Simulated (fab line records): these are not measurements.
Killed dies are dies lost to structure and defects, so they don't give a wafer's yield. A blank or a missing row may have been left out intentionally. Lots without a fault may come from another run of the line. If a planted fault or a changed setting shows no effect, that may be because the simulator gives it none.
fab line records ; flow nand_harc
record: lots: 14; wafers: 42; last_day: 33
route steps=1302 shown A_STAIRCASE@719
lots untouched by any fault: they come from a run of this same line in which no faults occurred
start_h: hours from the record's opening day to when the first of the lot's shown wafers began ; wait_h: hours since the lot's step before ; " repeats the value in the row above ; L1.1+2: a row that stands for several wafers ; - either no value or no given start ; * or withheld: withheld ; < > ~ a bound
route shown NAME@n: a module of which the file shows steps, and the number in the route of the first ; usual: average and standard deviation across the fault-free wafers ; same: alike in all rows ; chamber/n: place in a boat ; sites: per-site readings ; _std_site: standard deviation across them ; _edge_site: outer sites' mean less inner sites' ; radius_mm: for every site, how far away it sits from the centre of the wafer ; mask NAME#n: copy n ; behind: tool/chamber where the wafer was last shaped ; hold: what put the lot on hold/how long, in hours/how the hold closed ; device: whichever transistor did not switch (one of n, p or np) ; end of line: the tests these same wafers got at the end of their route ; a step without rows: its recipe alone ; killed: at the first sort, the dies lost to defects and structure; wafer yield is something else ; map: per-die view of a wafer (x killed, . not killed, _ where there is no die)
set.NAME: the run value of the setting; set.NAME@STEP: its run value at that earlier step ; model.NAME: the simulator's own value behind a step, which no gauge read
route steps across a sampled set of lots; one table per step, one row per wafer
services: a tool's chamber out of use, with start hour (start_h, from the record's first day; less than 0 if before it), hours out, and reason
== steps ==
step: NHARC_A_STAIRCASE_STRIP_205
recipe: power_w: 1500; temp_c: 250; chemistry: O2
usual: drypump_motor_current_A: 5.7/0.62; heater_power_w: 339/12
lot.wafer;tool;chamber;start_h;wait_h;drypump_motor_current_A;heater_power_w;rf_hours_counter_h
L795.1;plasma_asher-01;1;381.20;0.1;6.2;347;6
L795.3;plasma_asher-01;0;381.20;0.1;5.5;331;-
L795.4;plasma_asher-01;1;381.20;0.1;6.2;352;-
L796.2;plasma_asher-02;0;385.77;0.1;4.8;338;25
L796.3;plasma_asher-02;1;385.77;0.1;6.3;321;-
L796.6;plasma_asher-02;0;385.77;0.1;4.8;340;-
L797.2;plasma_asher-02;0;393.04;0.1;4.8;337;26
L797.3;plasma_asher-02;1;393.04;0.1;6.4;325;-
L797.5;plasma_asher-02;1;393.04;0.1;6.4;323;-
L800.1;plasma_asher-02;1;404.13;0.1;6.3;329;28
L800.5;plasma_asher-02;0;404.13;0.1;4.9;336;-
L800.6;plasma_asher-02;1;404.13;0.1;6.4;328;-
L799.2;plasma_asher-02;1;419.80;0.1;6.4;317;33
L799.3;plasma_asher-02;1;419.80;0.1;6.3;326;-
L799.6;plasma_asher-02;1;419.80;0.1;6.4;322;-
L801.2;plasma_asher-01;0;422.74;0.1;5.5;333;16
L801.1;plasma_asher-01;1;422.74;0.1;6.2;354;16
L801.6;plasma_asher-01;0;422.74;0.1;5.5;332;-
L802.1;plasma_asher-01;0;438.46;0.1;5.5;330;22
L802.3;plasma_asher-01;0;438.46;0.1;5.5;330;-
L802.6;plasma_asher-01;0;438.46;0.1;5.5;333;-
L805.1;plasma_asher-02;1;465.90;0.1;6.4;322;6
L805.2;plasma_asher-02;0;465.90;0.1;4.8;345;6
L805.3;plasma_asher-02;1;465.90;0.1;6.4;333;-
L806.1;plasma_asher-02;0;477.95;0.1;4.8;350;8
L806.4;plasma_asher-02;0;477.95;0.1;4.8;352;-
L806.6;plasma_asher-02;0;477.95;0.1;4.8;357;-
L808.2;plasma_asher-02;0;496.02;0.1;4.8;350;11
L808.1;plasma_asher-02;1;496.02;0.1;6.4;324;11
L808.4;plasma_asher-02;1;496.02;0.1;6.4;333;-
L809.3;plasma_asher-02;0;502.52;0.2;4.9;349;-
L809.4;plasma_asher-02;1;502.52;0.2;6.4;335;-
L809.6;plasma_asher-02;0;502.52;0.2;4.8;352;-
L816.1;plasma_asher-02;1;582.97;0.1;6.4;337;27
L816.2;plasma_asher-02;0;582.97;0.1;4.9;348;27
L816.3;plasma_asher-02;0;582.97;0.1;4.8;358;-
L818.2;plasma_asher-01;1;593.27;0.1;6.2;341;12
L818.4;plasma_asher-01;1;593.27;0.1;6.2;347;-
L818.6;plasma_asher-01;1;593.27;0.1;6.2;356;-
L817.2;plasma_asher-01;0;594.21;0.1;5.5;354;13
L817.1;plasma_asher-01;1;594.21;0.1;6.2;341;13
L817.4;plasma_asher-01;1;594.21;0.1;6.2;345;-
step: NHARC_A_STAIRCASE_ETCH_232
recipe: target_depth_a: 1000; time_s: 40.5; ion_energy_ev: 400; c4f8_flow_sccm: 20; o2_flow_sccm: 10; ar_flow_sccm: withheld; rf_w: 600; bias_w: 1000; chemistry: C4F8/O2
usual: chamber_pressure_mTorr: 25.000/0.022; oes_product_au: 0.948/0.015; rf_vpp_V: 893/4.5
lot.wafer;tool;chamber;start_h;wait_h;chamber_pressure_mTorr;oes_product_au;rf_hours_counter_h;rf_vpp_V
L795.4;rie_diel-04;1;384.64;-;25.008;0.957;14;895
L795.1;rie_diel-04;3;384.64;-;24.974;0.942;14;899
L795.3;rie_diel-04;0;384.64;-;25.011;0.954;14;904
L796.3;rie_diel-08;3;388.91;-;25.013;0.938;5;894
L796.2;rie_diel-08;0;388.91;-;25.015;0.940;6;887
L796.6;rie_diel-08;2;388.91;-;25.026;0.930;-;895
L797.3;rie_diel-01;1;396.06;-;24.984;0.956;2;891
L797.2;rie_diel-01;2;396.06;-;25.004;0.945;2;887
L797.5;rie_diel-01;1;396.06;-;24.966;0.956;-;891
L800.1;rie_diel-04;1;407.83;-;24.970;0.949;26;894
L800.6;rie_diel-04;1;407.83;-;24.992;0.950;-;894
L800.5;rie_diel-04;2;407.83;-;24.962;0.919;-;890
L799.3;rie_diel-04;1;423.08;-;25.005;0.945;31;893
L799.2;rie_diel-04;3;423.08;-;24.971;0.974;32;899
L799.6;rie_diel-04;0;423.08;-;24.985;0.957;-;904
L801.2;rie_diel-08;1;426.27;-;24.974;0.933;17;897
L801.1;rie_diel-08;2;426.27;-;24.966;0.923;17;894
L801.6;rie_diel-08;1;426.27;-;24.982;0.925;-;896
L802.1;rie_diel-04;2;442.16;-;25.034;0.930;35;893
L802.3;rie_diel-04;3;442.16;-;24.953;0.942;36;898
L802.6;rie_diel-04;2;442.16;-;24.990;0.936;-;890
L805.2;rie_diel-01;3;469.20;-;25.021;0.945;28;890
L805.1;rie_diel-01;0;469.20;-;25.029;0.956;29;891
L805.3;rie_diel-01;1;469.20;-;25.005;0.971;31;892
L806.4;rie_diel-04;2;480.82;-;25.016;0.950;49;892
L806.1;rie_diel-04;1;480.82;-;24.987;0.965;51;893
L806.6;rie_diel-04;2;480.82;-;25.024;0.944;-;891
L808.1;rie_diel-04;3;499.07;-;25.036;0.971;55;898
L808.2;rie_diel-04;1;499.07;-;24.991;1.275;57;893
L808.4;rie_diel-04;2;499.07;-;25.014;1.263;55;890
L809.3;rie_diel-04;0;505.48;-;24.997;0.954;60;902
L809.4;rie_diel-04;2;505.48;-;25.026;1.231;59;891
L809.6;rie_diel-04;1;505.48;-;25.003;0.952;-;893
L816.2;rie_diel-04;2;586.54;-;24.990;0.932;14;889
L816.3;rie_diel-04;3;586.54;-;25.035;0.941;16;897
L816.1;rie_diel-04;0;586.54;-;25.003;0.941;16;902
L818.2;rie_diel-01;0;596.90;-;24.953;0.947;14;890
L818.4;rie_diel-01;0;596.90;-;24.994;0.938;-;891
L818.6;rie_diel-01;1;596.90;-;25.016;0.954;-;891
L817.2;rie_diel-04;0;597.20;-;25.014;0.947;20;903
L817.4;rie_diel-04;2;597.20;-;25.019;0.939;19;891
L817.1;rie_diel-04;3;597.20;-;25.012;0.942;20;898
step: NHARC_A_STAIRCASE_TRIM_235
recipe: time_s: 211.2; o2_flow_sccm: 500; ar_flow_sccm: 0; bias_w: 0; chemistry: O2
usual: chamber_pressure_mTorr: 60.00/0.05; drypump_motor_current_A: 5.6/0.43; mfc_ar_sccm: 0.012/0.015; oes_product_au: 1.003/0.01; rf_vpp_V: 57.6/0.88; showerhead_plenum_p_Torr: 3.46/0.12; throttle_valve_pct: 17.037/0.0097
lot.wafer;tool;chamber;start_h;wait_h;chamber_pressure_mTorr;drypump_motor_current_A;mfc_ar_sccm;oes_product_au;rf_hours_counter_h;rf_vpp_V;showerhead_plenum_p_Torr;throttle_valve_pct
L795.4;rie_diel-04;0;-;-;59.90;5.1;0;1.025;14;58.7;3.74;17.042
L795.3;rie_diel-04;1;-;-;60.03;5.5;0.025;1.007;14;57.6;3.46;17.029
L795.1;rie_diel-04;2;-;-;59.98;6.1;0.043;1.003;14;57.8;3.42;17.057
L796.3;rie_diel-08;3;-;-;59.95;5.8;0;1.001;5;58.9;3.47;17.067
L796.2;rie_diel-08;1;-;-;59.99;5.8;0.006;0.993;7;57.6;3.55;17.040
L796.6;rie_diel-08;0;-;-;59.96;5.3;0.021;1.002;-;59.0;3.33;17.038
L797.3;rie_diel-01;1;-;-;60.10;6.4;0;1.023;3;56.8;3.40;17.046
L797.2;rie_diel-01;3;-;-;59.97;6.0;0;0.997;3;58.2;3.41;17.022
L797.5;rie_diel-01;2;-;-;60.05;5.2;0.021;1.004;-;55.4;3.30;17.033
L800.1;rie_diel-04;1;-;-;59.95;5.5;0.025;1.007;26;58.2;3.45;17.031
L800.6;rie_diel-04;0;-;-;60.00;5.1;0;1.015;-;58.2;3.73;17.040
L800.5;rie_diel-04;1;-;-;60.02;5.5;0.025;1.006;-;57.1;3.45;17.041
L799.2;rie_diel-04;0;-;-;60.01;5.1;0;1.010;32;59.4;3.73;17.051
L799.3;rie_diel-04;3;-;-;60.03;5.5;0;1.002;32;57.4;3.59;17.037
L799.6;rie_diel-04;1;-;-;60.03;5.5;0.025;1.007;-;58.1;3.45;17.046
L801.2;rie_diel-08;0;-;-;59.98;5.3;0.021;1.006;15;56.9;3.32;17.041
L801.1;rie_diel-08;2;-;-;59.97;5.9;0.016;0.986;17;57.8;3.46;17.051
L801.6;rie_diel-08;1;-;-;60.00;5.8;0.006;0.998;-;57.1;3.55;17.039
L802.1;rie_diel-04;2;-;-;60.01;6.1;0.043;0.987;36;57.3;3.41;17.029
L802.3;rie_diel-04;0;-;-;60.02;5.2;0;1.017;37;58.8;3.72;17.036
L802.6;rie_diel-04;2;-;-;59.93;6.2;0.043;0.985;-;58.2;3.41;17.030
L805.3;rie_diel-01;2;-;-;59.98;5.2;0.021;1.013;31;56.9;3.29;17.036
L805.1;rie_diel-01;3;-;-;59.98;5.9;0;1.008;28;57.1;3.40;17.040
L805.2;rie_diel-01;0;-;-;60.01;4.9;0;1.025;30;58.4;3.36;17.028
L806.4;rie_diel-04;1;-;-;60.10;5.5;0.025;1.002;51;58.7;3.44;17.047
L806.1;rie_diel-04;0;-;-;59.99;5.1;0;1.013;53;57.9;3.72;17.027
L806.6;rie_diel-04;2;-;-;60.02;6.0;0.043;0.986;-;57.7;3.40;17.050
L808.1;rie_diel-04;3;-;-;60.01;5.5;0;1.022;55;58.4;3.58;17.024
L808.4;rie_diel-04;0;-;-;60.00;5.1;0;1.016;57;57.6;3.71;17.034
L808.2;rie_diel-04;1;-;-;59.96;5.5;0.025;1.018;57;57.4;3.44;17.018
L809.4;rie_diel-04;1;-;-;60.05;5.5;0.025;1.016;60;58.1;3.43;17.023
L809.3;rie_diel-04;0;-;-;60.04;5.1;0;1.014;61;58.8;3.71;17.035
L809.6;rie_diel-04;2;-;-;59.97;6.1;0.043;0.989;-;58.0;3.39;17.034
L816.1;rie_diel-04;2;-;-;59.96;6.1;0.043;0.990;15;58.7;3.38;17.028
L816.2;rie_diel-04;3;-;-;60.01;5.4;0;1.009;16;58.0;3.56;17.048
L816.3;rie_diel-04;0;-;-;60.01;5.1;0;1.011;17;58.4;3.70;17.030
L818.2;rie_diel-01;0;-;-;60.07;4.9;0;1.003;14;56.9;3.34;17.036
L818.4;rie_diel-01;0;-;-;59.94;4.9;0;1.004;-;58.5;3.34;17.031
L818.6;rie_diel-01;0;-;-;60.00;4.9;0;1.006;-;57.4;3.34;17.032
L817.2;rie_diel-04;3;-;-;60.01;5.5;0;1.002;20;58.0;3.56;17.028
L817.1;rie_diel-04;1;-;-;59.98;5.5;0.025;1.011;19;58.8;3.42;17.039
L817.4;rie_diel-04;2;-;-;59.97;6.2;0.043;1.001;19;57.3;3.38;17.038
step: NHARC_A_STAIRCASE_STRIP_238
recipe: power_w: 1500; temp_c: 250; chemistry: O2
usual: drypump_motor_current_A: 5.7/0.64; heater_power_w: 340/13
lot.wafer;tool;chamber;start_h;wait_h;drypump_motor_current_A;heater_power_w;rf_hours_counter_h
L795.1;plasma_asher-02;0;385.33;0.1;4.8;335;24
L795.4;plasma_asher-02;1;385.33;0.1;6.3;317;-
L795.3;plasma_asher-02;0;385.33;0.1;4.8;335;-
L796.2;plasma_asher-02;1;389.60;0.1;6.4;328;26
L796.3;plasma_asher-02;0;389.60;0.1;4.8;346;-
L796.6;plasma_asher-02;0;389.60;0.1;4.8;342;-
L797.2;plasma_asher-02;0;396.74;0.1;4.8;340;27
L797.3;plasma_asher-02;1;396.74;0.1;6.4;329;-
L797.5;plasma_asher-02;0;396.74;0.1;4.8;340;-
L800.1;plasma_asher-02;1;408.46;0.1;6.4;321;29
L800.5;plasma_asher-02;1;408.46;0.1;6.4;321;-
L800.6;plasma_asher-02;0;408.46;0.1;4.8;332;-
L799.2;plasma_asher-01;0;423.72;0.1;5.5;335;16
L799.3;plasma_asher-01;0;423.72;0.1;5.5;331;-
L799.6;plasma_asher-01;1;423.72;0.1;6.2;353;-
L801.2;plasma_asher-01;1;426.90;0.1;6.2;342;17
L801.1;plasma_asher-01;0;426.90;0.1;5.5;326;17
L801.6;plasma_asher-01;0;426.90;0.1;5.5;348;-
L802.1;plasma_asher-01;0;442.83;0.1;5.5;329;22
L802.3;plasma_asher-01;0;442.83;0.1;5.5;327;-
L802.6;plasma_asher-01;0;442.83;0.1;5.5;339;-
L805.2;plasma_asher-02;1;469.84;0.1;6.4;326;7
L805.1;plasma_asher-02;0;469.84;0.1;4.9;347;7
L805.3;plasma_asher-02;1;469.84;0.1;6.4;322;-
L806.1;plasma_asher-01;0;481.46;0.1;5.5;324;30
L806.4;plasma_asher-01;0;481.46;0.1;5.5;339;-
L806.6;plasma_asher-01;1;481.46;0.1;6.2;346;-
L808.2;plasma_asher-01;0;499.78;0.1;5.5;327;35
L808.1;plasma_asher-01;1;499.78;0.1;6.2;353;35
L808.4;plasma_asher-01;1;499.78;0.1;6.2;339;-
L809.3;plasma_asher-02;1;506.22;0.2;6.4;331;-
L809.4;plasma_asher-02;0;506.22;0.2;4.8;363;-
L809.6;plasma_asher-02;0;506.22;0.2;4.8;348;-
L816.1;plasma_asher-02;0;587.37;0.1;4.8;350;28
L816.2;plasma_asher-02;1;587.37;0.1;6.4;327;28
L816.3;plasma_asher-02;0;587.37;0.1;4.8;356;-
L817.1;plasma_asher-02;1;597.98;0.1;6.3;326;31
L817.2;plasma_asher-02;0;597.98;0.1;4.9;355;31
L817.4;plasma_asher-02;1;597.98;0.1;6.4;324;-
L818.2;plasma_asher-01;1;598.03;0.1;6.2;344;14
L818.4;plasma_asher-01;1;598.03;0.1;6.2;344;-
L818.6;plasma_asher-01;0;598.03;0.1;5.5;355;-
== services ==
tool;chamber;start_h;hours;kind
rie_diel-04;0;363.92;-;clean
rie_diel-04;1;363.92;-;clean
rie_diel-04;2;363.92;-;clean
rie_diel-04;3;363.92;-;clean
rie_diel-08;-;368.04;9.0;pm
rie_diel-01;-;380.91;9.0;pm
rie_diel-04;0;388.74;-;clean
rie_diel-04;1;388.74;-;clean
rie_diel-04;2;388.74;-;clean
rie_diel-04;3;388.74;-;clean
rie_diel-04;0;413.40;-;clean
rie_diel-01;3;415.92;2.4;repair
plasma_asher-02;-;426.27;9.0;pm
plasma_asher-02;-;480.53;2.3;repair
plasma_asher-01;-;490.00;0.4;repair
plasma_asher-01;-;519.48;9.0;pm
rie_diel-04;-;532.03;9.0;pm
rie_diel-08;3;538.83;31.0;repair
rie_diel-08;-;545.11;9.0;pm
rie_diel-04;-;557.25;0.3;repair
rie_diel-01;-;557.91;9.0;pm
rie_diel-08;2;560.10;45.4;repair
plasma_asher-02;-;561.86;2.2;repair
rie_diel-01;2;588.88;10.9;repair
== key ==
first_sign: step: NHARC_A_STAIRCASE_ETCH_232; reading: oes_product_au; direction: up; sigmas: 21; usual: 0.948; struck: 1.256
effect none on later readings
met_at NHARC_A_STAIRCASE_ETCH_232
struck_lots L808,L809
struck_wafers L808.2,L808.4,L809.4
later_rows_left_out L808.2,L808.4,L809.4
sort_left_out L808.2,L808.4,L809.4
tester_left_out L808,L809
not_acting_at NHARC_A_STAIRCASE_STRIP_205,NHARC_A_STAIRCASE_TRIM_235,NHARC_A_STAIRCASE_STRIP_238
onset_between 480.82 499.07
fault: kind: process_parameter_drift; tool: rie_diel-04; chamber: -; onset_h: 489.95; steps: NHARC_A_STAIRCASE_ETCH_232; channel: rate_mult; offset: 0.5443; shape: step; end_h: 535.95; scope: struck_wafers_only
tester_left_out: of these lots the tester's yield and bins aren't shown, on N5 and GAA mostly nor the transistor test; their killed dies are dies lost to structure and defects alone, not to doping, threshold or leakage, so they don't give the yield
sort_left_out: the simulated sort isn't trusted on such a fault, so these wafers' sort isn't shown, and their yield isn't known
later_rows_left_out: the simulator's readings of these wafers behind a module that went badly wrong aren't trusted and aren't shown, but for the sort
